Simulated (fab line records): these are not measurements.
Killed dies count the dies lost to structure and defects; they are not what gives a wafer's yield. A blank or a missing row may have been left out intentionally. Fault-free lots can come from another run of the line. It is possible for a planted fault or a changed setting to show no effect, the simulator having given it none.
Chamber matching + flow nand_harc + NHARC_A_STAIRCASE_ETCH_292 on rie_diel-08: 4 sister chambers
The step etches the open film in CF4/CHF3. 18 wafers are shown with their chamber, then 9 later ones without.

== WAFERS, EACH WITH ITS CHAMBER ==
| wafer  | chamber | drypump_motor_current_A (A) | showerhead_plenum_p_Torr (Torr) | rf_vpp_V (V) |
|--------|---------|-----------------------------|---------------------------------|--------------|
| L078.2 | 2       | 5.5                         | 1.59                            | 370.7        |
| L078.4 | 1       | 6.5                         | 1.54                            | 369.0        |
| L078.5 | 0       | 4.8                         | 1.70                            | 376.4        |
| L079.3 | 1       | 6.5                         | 1.53                            | 369.9        |
| L079.4 | 0       | 4.8                         | 1.69                            | 374.6        |
| L079.5 | 1       | 6.5                         | 1.53                            | 370.0        |
| L082.1 | 2       | 5.5                         | 1.58                            | 372.4        |
| L082.5 | 0       | 4.9                         | 1.69                            | 372.3        |
| L082.6 | 3       | 6.3                         | 1.68                            | 374.5        |
| L081.1 | 2       | 5.5                         | 1.58                            | 370.5        |
| L081.3 | 0       | 4.8                         | 1.69                            | 373.6        |
| L081.4 | 1       | 6.5                         | 1.53                            | 370.4        |
| L085.1 | 2       | 5.5                         | 1.58                            | 371.8        |
| L085.3 | 0       | 4.8                         | 1.69                            | 374.0        |
| L085.5 | 3       | 6.2                         | 1.67                            | 373.9        |
| L086.1 | 1       | 6.4                         | 1.53                            | 369.6        |
| L086.4 | 3       | 6.3                         | 1.67                            | 373.2        |
| L086.5 | 2       | 5.5                         | 1.58                            | 370.0        |

SIGNATURES (averages over the wafers above)
| reading                  | chamber 0 | chamber 1 | chamber 2 | chamber 3 | scatter within a chamber |
|--------------------------|-----------|-----------|-----------|-----------|--------------------------|
| drypump_motor_current_A  | 4.820     | 6.480     | 5.500     | 6.267     | 0.0402                   |
| showerhead_plenum_p_Torr | 1.6920    | 1.5320    | 1.5820    | 1.6733    | 0.00468                  |
| rf_vpp_V                 | 374.180   | 369.780   | 371.080   | 373.867   | 1.03                     |
Rule: a wafer's distance from a chamber is the root of the sum, over the readings, of the square of ((its reading less the chamber's mean) divided by the reading's scatter). If the next closest chamber is less than 2 further off than the closest, the wafer can't be placed; otherwise it belongs to the closest. The scatter: the root of (the sum of the squares of (reading less its chamber's mean) over the shown wafers, divided by (wafers less chambers)).

== WAFERS MISSING THEIR CHAMBER ==
| wafer  | drypump_motor_current_A (A) | showerhead_plenum_p_Torr (Torr) | rf_vpp_V (V) |
|--------|-----------------------------|---------------------------------|--------------|
| L089.3 | 5.5                         | 1.58                            | 370.1        |
| L089.5 | 6.3                         | 1.67                            | 374.5        |
| L089.6 | 4.8                         | 1.68                            | 373.8        |
| L090.1 | 5.5                         | 1.58                            | 369.8        |
| L090.2 | 4.8                         | 1.68                            | 375.2        |
| L090.3 | 6.2                         | 1.67                            | 372.6        |
| L093.2 | 5.5                         | 1.57                            | 369.9        |
| L093.4 | 6.5                         | 1.52                            | 369.0        |
| L093.6 | 6.5                         | 1.52                            | 369.4        |

== THE CHAMBER EACH PASSED THROUGH ==
| wafer  | from the rows above | in truth |
|--------|---------------------|----------|
| L089.3 | 2                   | 2        |
| L089.5 | 3                   | 3        |
| L089.6 | 0                   | 0        |
| L090.1 | 2                   | 2        |
| L090.2 | 0                   | 0        |
| L090.3 | 3                   | 3        |
| L093.2 | 2                   | 2        |
| L093.4 | 1                   | 1        |
| L093.6 | 1                   | 1        |
Correctly placed: 9 of 9. Number that these rows cannot place: 0. Wrongly placed: 0.
